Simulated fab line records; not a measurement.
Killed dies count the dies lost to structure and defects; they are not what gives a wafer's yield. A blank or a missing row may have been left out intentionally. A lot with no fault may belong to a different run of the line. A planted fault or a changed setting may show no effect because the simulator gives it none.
8D (eight disciplines) problem report, filled in by code -- flow nandHarc -- the parts of the form that need people (team, actions taken, sign-off) are left out

## 1. PROBLEM STATEMENT
Wafers without a fault read 80.2 nm, standard deviation 0.83; cdNm at NHARC_A_M0_CD_MEAS_09 reads a mean of 99.2 nm on 6 wafers belonging to 2 lots. That puts it +23 standard deviations away from the usual mean.
The step: target cd 80 nm.
The first sign was on wafer L212.1 at day 29 12:10, on cdSem-03. Wafers with a number at this step in the record: 42, from 14 lots. By rule, "out" or "out of limits" means more than 4 standard deviations away from the usual mean. The other wafers with a number count as sound.

## 2. WHAT IT IS, WHAT IT ISN'T
question,is,is not
which readings at this step,cdNm,-
which lots,"L212, L213","L196, L197, L198, L199, L200, L201, L203, L204, L205, L206, L211, L214"
which wafers of those lots,all that have a number,-
read on which gauges,"cdSem-02, cdSem-03",cdSem-01
when,from day 29 12:10,up to then (33 sound wafers); but 3 sound wafers of L214 came after

## 3. SUSPECTS, AND WHAT RULES EACH OUT
Counting: a tool stays on the suspect list if, at a process step up to the reading, it processed all lots that are out and no sound lot following the first of them.
- the gauge at NHARC_A_M0_CD_MEAS_09 is ruled out. The wafers that are out were read on 2 gauges (cdSem-02, cdSem-03).
- lithoTrack-04 at NHARC_A_M0_PEB_07 (peb time 65 s): kept. Every lot that is out went through it, starting with L212 (day 29 12:05), and after that it ran no sound lot; the last sound lot it ran before then is L205 (day 26 11:19). Its own heaterPowerTotalW, plateTempC readings are out on those wafers.
Remaining after the count: lithoTrack-04 at NHARC_A_M0_PEB_07.

## 4. THE CAUSE (what the simulator had put in)
Drift in process parameters on lithoTrack-04 at NHARC_A_M0_PEB_07, starting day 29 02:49. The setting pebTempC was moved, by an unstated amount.
This tool alone remained once counting was done.

## 5. THE CHAIN OF EFFECTS, in route order
Each row: a reading whose mean over the struck wafers that have a number lies more than 3 standard deviations from the usual. Scope: only readings with a usual standard deviation given in the record; hours: median across lots of the time from each lot's start at the first step in this table that gives one to its start at this step; sigmas: change in usual standard deviations.
hours,step,reading,usual,on struck wafers,change,sigmas
0,NHARC_A_M0_PEB_07,heaterPowerTotalW,156.6 W,168.3,+11.7,+27
0,NHARC_A_M0_PEB_07,plateTempC,100.02 C,105.58,+5.56,+43
0,NHARC_A_M0_CD_MEAS_09,cdNm,80.2 nm,99.2,+19.0,+23
The process steps in it:
- NHARC_A_M0_PEB_07: peb time 65 s.

## 6. WHAT WOULD HAVE CAUGHT IT SOONER
In this record the first reading out of limits at a measuring or inspecting step was taken at day 29 12:10, 9 hours after the fault began at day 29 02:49.
Tool's own readings at NHARC_A_M0_PEB_07, heaterPowerTotalW, plateTempC: out on all struck wafers the step has rows for; an alarm limit on them would have tripped on the first.
L213, from the lots that are out (2), started NHARC_A_M0_PEB_07 on lithoTrack-04 later than day 29 12:10. A hold on the tool at that time would have spared it.
